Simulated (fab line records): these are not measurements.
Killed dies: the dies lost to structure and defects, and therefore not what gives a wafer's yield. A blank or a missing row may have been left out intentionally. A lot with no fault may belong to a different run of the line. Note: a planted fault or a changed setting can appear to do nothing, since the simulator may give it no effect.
Struck lot and sound lot, side by side + flow n5_finfet + 42 steps out of a route of 1938
Sound: the wafers L907.1, L907.2, L907.4. Wafers L910.5, L910.6 were the ones struck. The cause is given at the end.
Per side, at each step with rows, come the tool, then ch with its chambers, and then its first start. Under that, the readings that differ: sound wafers + struck wafers + difference of the means + sigmas: that difference in standard deviations of wafers without a fault.
alike: same words and numbers on both sides, and readings whose means sit less than 2 such deviations apart. not compared: any withheld reading, any reading some wafer has no value for, any bound like >300 that may hide the same value, and any number with overlapping values for which the record gives no deviation.
A row with sigmas, a row that says differs or no value, or rows on one side alone: a step with any of these is where the two part. When numbers do not overlap yet have no deviation, they are printed without sigmas and do not part them. A reading missing from all wafers of one side parts the sides only when that side holds two or more wafers.

first, 10 steps without rows for these wafers: N5_HKMG_FIN_CMP_23 (polishes, stops on SiNx, t overpolish 10 s, target thk 46.326 nm); N5_HKMG_FIN_CMP_94 (polishes, stops on SiNx, t overpolish 4.7 s, target thk 43.299 nm); N5_GATE_CUT_ETCHBACK_00 (etches W in SF6/Cl2); N5_GATE_CUT_ETCH_56 (etches TiN in Cl2/Ar, target depth 21.6 nm); N5_GATE_CUT_ETCHBACK_30 (etches TiN in Cl2/Ar, target depth 3 nm); N5_GATE_CUT_VAPOR_ETCH_60 (etches HfO2 in BCl3/Cl2); N5_GATE_CUT_ETCH_58 (etches SiNx in CH3F/O2, target depth 17 nm, time 128.6 s); N5_GATE_CUT_STRIP_59 (strips in N2/H2, time 20 s); N5_GATE_CUT_PRECLEAN_31 (cleans in DIW, time 300 s); N5_GATE_CUT_SRD_32 (time 30 s).
N5_GATE_CUT_SAC_CAP_01: material SiNx, target thk 24 nm, pulse time 1 s, ald cycles 480.
  sound on ald_sin-04 ch 0,1, day 7 09:38; struck on ald_sin-04 ch 0,3, day 8 06:01
| reading                                       | sound       | struck    | difference | sigmas |
|-----------------------------------------------|-------------|-----------|------------|--------|
| ald_cycles                                    | 480 480 480 | 850 850   | +370       |        |
| model.SiNx_of_GATE_CUT_SAC_CAP_01.thk_nm (nm) | 24.2 24 24  | 42.6 42.6 | +18.5      |        |
  alike: heater_power_w, precursor_pulse_height_rel
then, 21 steps without rows for these wafers: N5_GATE_CUT_PECVD_57 (deposits SiNx from SiH4/NH3/N2, target thk 21 nm); N5_GATE_CUT_CMP_02 (polishes, stops on SiO2, t overpolish 12.7 s, target thk 0 nm); N5_GATE_CUT_HM_DEP_46 (deposits SiO2 from TEOS/O2, target thk 130 nm, time 26.6 s); N5_GATE_CUT_COAT_34 (time 60 s, resist thk 60 nm); N5_GATE_CUT_COAT_35 (time 60 s, resist thk 10 nm); N5_GATE_CUT_COAT_27 (time 60 s, resist thk 10 nm); N5_GATE_CUT_COAT_07 (resist thk 30 nm); N5_GATE_CUT_EBR_09; N5_GATE_CUT_SOFTBAKE_08 (time 60 s); N5_GATE_CUT_EXPOSE_10 (exposes mask GATE CUT, target cd 20 nm); N5_GATE_CUT_PEB_11 (peb time 60 s); N5_GATE_CUT_DEVELOP_12 (develop time 30 s); N5_GATE_CUT_DESCUM_18 (chemistry O2, time 7 s); N5_GATE_CUT_ETCH_28 (etches underlayer in N2/H2, target depth 13 nm, time 10.4 s); N5_GATE_CUT_ETCH_36 (etches SiARC in CF4, target depth 13 nm, time 21.7 s); N5_GATE_CUT_ETCH_37 (etches SOC in N2/H2, target depth 60 nm, overetch 12 nm, time 90 s); N5_GATE_CUT_STRIP_38 (strips in N2/H2); N5_GATE_CUT_STRIP_39 (strips in N2/H2); N5_GATE_CUT_HM_OPEN_40 (chemistry C4F6/O2, target SiO2, target depth 139 nm, time 85.1 s); N5_GATE_CUT_STRIP_41 (strips in CF4); N5_GATE_CUT_STRIP_42 (strips in O2).
N5_GATE_CUT_ETCH_19: etches SiNx in CH3F/O2, target depth 53.7 nm, time 76.7 s.
  sound on rie_diel-04 ch 0,2,3, day 7 13:07; struck on rie_diel-02 ch 2,3, day 8 08:26
| reading                | sound          | struck    | difference                    | sigmas |
|------------------------|----------------|-----------|-------------------------------|--------|
| etch_rf_on_time_s (s)  | 78.1 76.7 77.3 | 70.5 70.1 | -7.1                          | -4     |
| oes_product_au (a.u.)  | 0.64 0.62 0.65 | 0.74 0.84 | +0.15                         | +2     |
| rf_hours_counter_h (h) | 141 197 124    | - -       | no value on the struck wafers |        |
  alike: drypump_motor_current_A, rf_vpp_V, showerhead_plenum_p_Torr, throttle_valve_pct
then, 3 steps without rows for these wafers: N5_GATE_CUT_CUT_ETCH_53 (etches W in SF6/Cl2, target depth 79.2 nm); N5_GATE_CUT_CUT_ETCH_54 (etches TiN in Cl2/BCl3, target depth 96.7 nm); N5_GATE_CUT_CUT_ETCH_55 (etches HfO2 in BCl3, target depth 3.2 nm).
N5_MOL_CONTACT_COAG_CMP_28: polishes, stops on SiNx, t overpolish 0.85 s, target thk 14.522 nm.
  sound on cmp-01 ch 0,2,3, day 8 05:16; struck on cmp-01 ch 0,1, day 9 01:14
| reading                                       | sound        | struck    | difference | sigmas |
|-----------------------------------------------|--------------|-----------|------------|--------|
| model.SiNx_of_GATE_CUT_SAC_CAP_01.thk_nm (nm) | 18.2 17.8 18 | 31.8 31.8 | +13.8      |        |
  alike: motor_current_A, time_to_endpoint_s
N5_MOL_CONTACT_COAG_THK_MEAS_29:
  struck on film_metro-02, day 9 01:23; sound on film_metro-01, day 8 05:34
| reading         | sound             | struck      | difference | sigmas      |
|-----------------|-------------------|-------------|------------|-------------|
| MD_CAP_THK (nm) | 18.08 17.89 17.97 | 31.77 31.77 | +13.79     | +99 or more |
N5_MOL_CONTACT_COAG_ETCH_47: etches SiNx in CH3F/O2, stops on W, target depth 27 nm.
  sound on rie_diel-06 ch 0,2,3, day 8 07:08; struck on rie_diel-05 ch 0,3, day 9 03:08
| reading                                      | sound             | struck      | difference | sigmas |
|----------------------------------------------|-------------------|-------------|------------|--------|
| etch_rf_on_time_s (s)                        | 32.3 31.4 31.4    | 50.8 50.8   | +19.1      | +29    |
| model.etch.t_clear_s (s)                     | 26.94 26.21 26.13 | 48.48 47.13 | +21.38     |        |
| model.MOL_CONTACT_COAG.feature_depth_nm (nm) | 18.6 18.4 18.6    | 32.6 32.8   | +14.2      |        |
| model.etch.depth_nm (nm)                     | 18.1 17.9 17.96   | 31.75 31.85 | +13.81     |        |
  alike: drypump_motor_current_A, oes_product_au, rf_vpp_V, showerhead_plenum_p_Torr, throttle_valve_pct
  not compared: rf_hours_counter_h
N5_MOL_CONTACT_COAG_CMP_52: polishes, stops on SiO2, t overpolish 1.5 s, target thk 66.5 nm.
  sound on cmp-04 ch 0,2,3, day 8 09:20; struck on cmp-04 ch 0,1, day 9 05:20
  alike: motor_current_A, overpolish_run_s, time_to_endpoint_s
  not compared: model.SiO2_of_MOL_CONTACT_COAG_PECVD_31.thk_nm
-- a jump in the record: the struck wafers' starts before and after are 3 days apart (it breaks off in module MOL_CONTACT_COAG and resumes in module BEOL_M4, where the first step shown is number 1111 of the route) --
N5_BEOL_M4_RC_MEAS_101:
  sound on prober-01 ch 0, day 11 17:09; struck on prober-01 ch 0, day 11 23:54
| reading        | sound                | struck        | difference | sigmas |
|----------------|----------------------|---------------|------------|--------|
| IOFF_P (nA/um) | 0.24 0.25 0.28       | 0.18 0.15     | -0.09      | -2     |
| ION_N (uA/um)  | 684 697 693          | 661 664       | -29        | -2     |
| ION_P (uA/um)  | 461 465 470          | 446 455       | -15        | -2     |
| VT_P (mV)      | -249.3 -247.6 -246.7 | -254.1 -255.7 | -7.0       | -2     |
  alike: DIBL_N, DIBL_P, IOFF_N, SS_N, SS_P, VT_N
-- here the record skips 5 days between the struck wafers' starts before and after, leaving off in module BEOL_M4 and picking up in module PASSIVATION (first step shown: number 1936 of the route) --
N5_PASSIVATION_PROBE_49:
  struck on prober-02, day 17 08:01; sound on prober-02, day 16 12:20
| reading                  | sound          | struck    | difference | sigmas |
|--------------------------|----------------|-----------|------------|--------|
| defect_limited_yield (%) | 91.3 91.4 90.8 | 86.9 89.3 | -3.1       | -2     |
| killed_dies              | 103 101 109    | 155 126   | +36        | +2     |
| killed_short             | 34 29 30       | 51 47     | +18        | +2     |
  alike: killed_at_M0_to_M3, killed_at_M4_up, killed_at_contacts, killed_at_front_end, killed_at_other, killed_on_rim, killed_open, sort_bin_5_function, sort_bin_6_memory, sort_bin_8_speed, sort_n_pass, sort_yield_pct

WHERE THEY PART
At N5_GATE_CUT_ETCH_19 first; at N5_PASSIVATION_PROBE_49 last (within this record only).

WHY: what the simulator had put in
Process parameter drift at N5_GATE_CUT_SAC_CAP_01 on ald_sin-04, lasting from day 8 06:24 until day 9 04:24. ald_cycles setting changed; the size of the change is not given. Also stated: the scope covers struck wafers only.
